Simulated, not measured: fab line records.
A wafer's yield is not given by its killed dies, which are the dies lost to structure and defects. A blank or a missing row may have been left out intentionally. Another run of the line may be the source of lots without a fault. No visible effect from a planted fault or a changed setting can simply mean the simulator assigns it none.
Comparing a struck lot with a sound one | flow n5_finfet | 27 out of 1938 route steps
Sound: these wafers, L664.4, L664.5, L664.6. Wafers L658.2, L658.6 were the ones struck. At the end, the cause is stated.
Order at every step that has rows: each side's tool, ch and its chambers, its first start. Under that, the readings that differ: sound wafers | struck wafers | difference of the means | sigmas: that difference in standard deviations of wafers without a fault.
alike: a reading whose means differ by less than 2 such deviations, as well as words and numbers matching on both sides. not compared: withheld readings; readings where some wafer has no value; bounds like >300 that might hide an equal value; numbers whose values overlap and for which the record gives no deviation.
Wherever a step has rows on one side only, a row that says differs or no value, or a row with sigmas, the two part there. Numbers that don't overlap but have no deviation are shown without sigmas and don't part them. A reading missing from all wafers of one side parts the sides only when that side holds two or more wafers.

first, 10 steps without rows for these wafers: N5_FIN_SAQP_PRECLEAN_42 (cleans in O3/DIW, time 60 s); N5_FIN_SAQP_PRECLEAN_00 (cleans in SC1, time 60 s); N5_FIN_SAQP_PRECLEAN_44 (cleans in SC2, time 45 s); N5_FIN_SAQP_SRD_01 (time 30 s); N5_FIN_SAQP_ALD_61 (deposits SiO2, target thk 4 nm, pulse time 1 s, purge time 2 s); N5_FIN_SAQP_DENSIFY_62 (time 60 s); N5_FIN_SAQP_HM_DEP_03 (deposits SiNx from SiH4/NH3/N2, target thk 38 nm, time 33.6 s); N5_FIN_SAQP_PECVD_47 (deposits a-Si from SiH4/He, target thk 45 nm, time 36.3 s); N5_FIN_SAQP_PECVD_48 (deposits SiNx from SiH4/NH3/N2, target thk 25 nm, time 22.1 s); N5_FIN_SAQP_PECVD_06 (deposits a-Si from SiH4/He, target thk 60 nm, time 48.1 s).
N5_FIN_SAQP_HM_DEP_72: deposits SiO2 from SiH4/N2O, target thk 12 nm, time 7.2 s.
  sound on pecvd-03 ch 0,1,2, day 5 15:25; struck on pecvd-04 ch 1,2, day 4 03:34
  reading                                      | sound             | struck      | difference | sigmas
  model.SiO2_of_FIN_SAQP_HM_DEP_72.thk_nm (nm) | 11.86 12.64 12.13 | 11.41 11.41 | -0.80      |
  alike: heater_power_w, showerhead_plenum_p_Torr
  not compared: since_wet_clean_h
then, 12 steps without rows for these wafers: N5_FIN_SAQP_COAT_49 (time 60 s, resist thk 100 nm); N5_FIN_SAQP_COAT_50 (time 60 s, resist thk 35 nm); N5_FIN_SAQP_COAT_10 (resist thk 90 nm); N5_FIN_SAQP_EBR_12; N5_FIN_SAQP_SOFTBAKE_11 (time 60 s); N5_FIN_SAQP_EXPOSE_13 (exposes mask FIN CORE, target cd 35.6 nm); N5_FIN_SAQP_PEB_14 (peb time 60 s); N5_FIN_SAQP_DEVELOP_15 (develop time 30 s); N5_FIN_SAQP_DESCUM_21 (chemistry O2, time 7.9 s); N5_FIN_SAQP_ETCH_51 (etches SiARC in CF4, target depth 45.5 nm, time 75.8 s); N5_FIN_SAQP_ETCH_52 (etches SOC in N2/H2, target depth 100 nm, overetch 20 nm, time 150 s); N5_FIN_SAQP_STRIP_53 (strips in N2/H2).
N5_FIN_SAQP_HM_OPEN_73: chemistry CHF3/O2, target SiO2, stops on a-Si, target depth 12 nm, time 16.8 s.
  sound on rie_diel-05 ch 0,1,3, day 5 16:00; struck on rie_diel-01 ch 1,2, day 4 04:19
  reading                  | sound             | struck      | difference | sigmas
  model.etch.depth_nm (nm) | 11.86 12.64 12.13 | 11.41 11.41 | -0.80      |
  alike: bias_w, drypump_motor_current_A, oes_product_au, rf_vpp_V, showerhead_plenum_p_Torr, throttle_valve_pct
  not compared: rf_hours_counter_h
then, 1 step without rows for these wafers: N5_FIN_SAQP_STRIP_74 (strips in CHF3/O2).
-- record jumps: 6 days separate the struck wafers' starts on either side; left off in module FIN_SAQP, taken up again in module BEOL_M4, whose first shown step is the route's number 1111 --
N5_BEOL_M4_RC_MEAS_101:
  sound on prober-02 ch 0, day 11 13:38; struck on prober-01 ch 0, day 10 01:43
  reading        | sound          | struck    | difference | sigmas
  DIBL_N (mV/V)  | 42.7 38.4 39.3 | 35.0 31.8 | -6.7       | -3
  DIBL_P (mV/V)  | 43.2 39.2 38.9 | 35.6 31.5 | -6.9       | -2
  IOFF_N (nA/um) | 0.30 0.19 0.17 | 0.16 0.11 | -0.08      | -2
  SS_N (mV/dec)  | 73.0 71.7 72.6 | 71.1 69.8 | -2.0       | -3
  SS_P (mV/dec)  | 74.9 74.1 74.5 | 73.4 71.6 | -2.0       | -2
  alike: IOFF_P, ION_N, ION_P, VT_N, VT_P
-- here the record skips 4 days between the struck wafers' starts before and after, leaving off in module BEOL_M4 and picking up in module PASSIVATION (first step shown: number 1936 of the route) --
N5_PASSIVATION_PROBE_49:
  struck on prober-02, day 14 10:55; sound on prober-01, day 16 00:09
  reading                | sound    | struck | difference | sigmas
  sort_bin_4_leakage (%) | 0.68 0 0 | 0 0    | +0         | -4
  alike: defect_limited_yield, killed_at_M0_to_M3, killed_at_M4_up, killed_at_contacts, killed_at_front_end, killed_at_other, killed_dies, killed_on_rim, killed_open, killed_short, sort_bin_5_function, sort_bin_6_memory, sort_bin_8_speed, sort_n_pass, sort_yield_pct

== WHERE THEY PART ==
Last at N5_PASSIVATION_PROBE_49 as far as this record goes, first at N5_BEOL_M4_RC_MEAS_101.

WHY: whatever the simulator had introduced
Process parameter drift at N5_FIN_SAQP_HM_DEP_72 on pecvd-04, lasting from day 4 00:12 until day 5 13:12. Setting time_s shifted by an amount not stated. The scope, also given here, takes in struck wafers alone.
